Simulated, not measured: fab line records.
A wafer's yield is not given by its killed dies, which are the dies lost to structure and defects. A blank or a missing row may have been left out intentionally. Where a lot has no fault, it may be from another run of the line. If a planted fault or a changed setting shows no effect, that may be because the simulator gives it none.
Chamber matching    flow nand-harc    NHARC_HYBRID_BOND_ACTIVATE_00 on rie-diel-11: 4 sister chambers
The step chemistry N2, time 60 s. 20 wafers are shown with their chamber, then 10 later ones without.

## EACH WAFER AND ITS CHAMBER
wafer   chamber  showerhead-plenum-p-Torr (Torr)  drypump-motor-current-A (A)  rf-vpp-V (V)
L917.1  1        1.83                             5.6                          64.4
L917.5  3        1.80                             5.4                          64.0
L917.6  2        1.87                             6.1                          63.2
L918.1  1        1.83                             5.6                          64.8
L918.3  0        1.63                             6.1                          61.9
L918.4  3        1.80                             5.4                          63.9
L921.2  0        1.63                             6.2                          62.6
L921.4  3        1.80                             5.4                          64.7
L921.5  2        1.87                             6.1                          63.9
L926.1  1        1.83                             5.6                          64.3
L926.4  3        1.80                             5.4                          63.4
L926.5  3        1.80                             5.4                          62.8
L927.3  0        1.63                             6.1                          64.6
L927.4  2        1.87                             6.1                          65.8
L927.6  2        1.87                             6.1                          64.1
L930.2  1        1.83                             5.6                          64.4
L930.5  3        1.80                             5.4                          63.8
L930.6  2        1.87                             6.1                          65.1
L934.2  2        1.87                             6.1                          63.0
L934.3  3        1.79                             5.4                          65.6

SIGNATURES, as means of the wafers listed above
reading                   chamber 0  chamber 1  chamber 2  chamber 3  scatter within a chamber
showerhead-plenum-p-Torr  1.6300     1.8300     1.8700     1.7986     0.00231
drypump-motor-current-A   6.133      5.600      6.100      5.400      0.0204
rf-vpp-V                  63.033     64.475     64.183     64.029     0.964
Rule: for a wafer and a chamber, the distance is found by dividing, reading by reading, the gap between the wafer's reading and the chamber's mean by the reading's scatter, squaring, summing and taking the root. The wafer belongs to the nearest chamber; if the next one is less than 2 further off, it can't be placed. The scatter: take each reading less its chamber's mean, square it, sum over the shown wafers, divide by the number of wafers less the number of chambers, and take the root.

## WAFERS MISSING THEIR CHAMBER
wafer   showerhead-plenum-p-Torr (Torr)  drypump-motor-current-A (A)  rf-vpp-V (V)
L934.5  1.83                             5.6                          63.9
L932.4  1.83                             5.7                          63.9
L932.5  1.79                             5.4                          63.7
L932.6  1.63                             6.1                          63.7
L939.2  1.79                             5.5                          63.1
L939.3  1.82                             5.6                          63.5
L939.5  1.79                             5.5                          65.3
L938.3  1.79                             5.4                          64.3
L938.5  1.82                             5.6                          64.4
L938.6  1.79                             5.4                          63.0

## CHAMBER TAKEN BY EACH
wafer   from the rows above  in truth
L934.5  1                    1
L932.4  1                    1
L932.5  3                    3
L932.6  0                    0
L939.2  3                    3
L939.3  1                    1
L939.5  3                    3
L938.3  3                    3
L938.5  1                    1
L938.6  3                    3
10 of 10 placed correctly. Can't be placed from these rows: 0. Placed wrongly: 0.
